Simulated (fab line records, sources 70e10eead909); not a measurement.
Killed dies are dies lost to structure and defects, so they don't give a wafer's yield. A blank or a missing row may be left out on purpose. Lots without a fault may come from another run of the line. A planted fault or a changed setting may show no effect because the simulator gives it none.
Chamber matching | flow nand_harc | NHARC_P_CONTACT_DEP_30 on pecvd-04: 3 sister chambers
The step deposits SiNx, target thk 30 nm. 3 wafers are shown with their chamber, then 12 later ones without.

WAFERS WITH THEIR CHAMBER
wafer  | chamber | heater_power_w (W)
L089.2 | 0       | 685
L088.2 | 1       | 614
L088.5 | 2       | 696

WAFERS WITHOUT THEIR CHAMBER
wafer  | heater_power_w (W)
L091.2 | 607
L091.4 | 615
L091.5 | 801
L092.2 | 617
L092.4 | 743
L092.5 | 637
L095.2 | 772
L095.4 | 706
L095.5 | 563
L094.1 | 811
L094.2 | 559
L094.4 | 561

WHICH CHAMBER EACH WENT THROUGH
wafer  | from the rows above          | in truth
L091.2 | can't be placed: 1 or 0 or 2 | 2
L091.4 | can't be placed: 1 or 0 or 2 | 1
L091.5 | can't be placed: 2 or 0 or 1 | 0
L092.2 | can't be placed: 1 or 0 or 2 | 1
L092.4 | can't be placed: 2 or 0 or 1 | 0
L092.5 | can't be placed: 1 or 0 or 2 | 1
L095.2 | can't be placed: 2 or 0 or 1 | 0
L095.4 | can't be placed: 2 or 0 or 1 | 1
L095.5 | can't be placed: 1 or 0 or 2 | 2
L094.1 | can't be placed: 2 or 0 or 1 | 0
L094.2 | can't be placed: 1 or 0 or 2 | 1
L094.4 | can't be placed: 1 or 0 or 2 | 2
Placed correctly: 0 of 12. Can't be placed from these rows: 12 (the true chamber is among the candidates in 12). Placed wrongly: 0.
How it was worked out, from the rows above alone: a wafer's distance from a chamber is the root of the sum, over the readings, of the square of ((its reading less the chamber's mean) divided by the reading's scatter). The wafer belongs to the nearest chamber; if the next one is less than 2 further off, it can't be placed. A chamber's mean is the mean of its shown wafers. The scatter: with one shown wafer a chamber, the root of the mean of the squares of how far each hidden wafer lies from its nearest shown one.
